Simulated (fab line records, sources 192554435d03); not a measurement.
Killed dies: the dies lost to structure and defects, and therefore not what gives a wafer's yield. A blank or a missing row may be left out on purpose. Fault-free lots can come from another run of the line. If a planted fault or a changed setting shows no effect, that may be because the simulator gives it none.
Matching of chambers | flow n5Finfet | 3 sister chambers for N5_BEOL_M11_DEP_56 on pecvd-04
The step deposits SiCN from 3MS/NH3, target thk 30 nm, time 10.5 s. 6 wafers are shown with their chamber, then 12 later ones without.

## WAFERS, EACH WITH ITS CHAMBER
wafer  | chamber | throttleValvePct (%) | showerheadPlenumPTorr (Torr)
L082.2 | 1       | 18.2                 | 4.127
L083.5 | 1       | 18.6                 | 4.137
L084.6 | 2       | 16.5                 | 4.153
L087.2 | 0       | 18.2                 | 4.155
L087.5 | 2       | 16.6                 | 4.142
L087.6 | 0       | 18.4                 | 4.151

## WAFERS WITHOUT THEIR CHAMBER
wafer  | throttleValvePct (%) | showerheadPlenumPTorr (Torr)
L088.1 | 18.5                 | 4.152
L088.4 | 18.6                 | 4.124
L088.5 | 16.5                 | 4.155
L089.1 | 16.7                 | 4.152
L089.4 | 18.3                 | 4.138
L089.6 | 18.3                 | 4.159
L090.3 | 18.2                 | 4.157
L090.4 | 18.4                 | 4.144
L090.6 | 18.5                 | 4.133
L094.2 | 16.4                 | 4.167
L094.3 | 18.7                 | 4.138
L094.6 | 18.3                 | 4.153

## THE CHAMBER EACH PASSED THROUGH
wafer  | from the rows above     | in truth
L088.1 | 0                       | 0
L088.4 | 1                       | 1
L088.5 | 2                       | 2
L089.1 | 2                       | 2
L089.4 | can't be placed: 1 or 0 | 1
L089.6 | 0                       | 0
L090.3 | 0                       | 0
L090.4 | can't be placed: 0 or 1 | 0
L090.6 | 1                       | 1
L094.2 | 2                       | 2
L094.3 | can't be placed: 1 or 0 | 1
L094.6 | 0                       | 0
Placed correctly: 9 of 12. From these rows, 3 cannot be placed; in 3 the true chamber is one of the candidates. Placed wrongly: 0.
How it was worked out, from the rows above alone: a wafer's distance from a chamber is the root of the sum, over the readings, of the square of ((its reading less the chamber's mean) divided by the reading's scatter). If the next closest chamber is less than 2 further off than the closest, the wafer can't be placed; otherwise it belongs to the closest. The mean given for a chamber averages the wafers shown for that chamber. The scatter: the root of (the sum of the squares of (reading less its chamber's mean) over the shown wafers, divided by (wafers less chambers)).
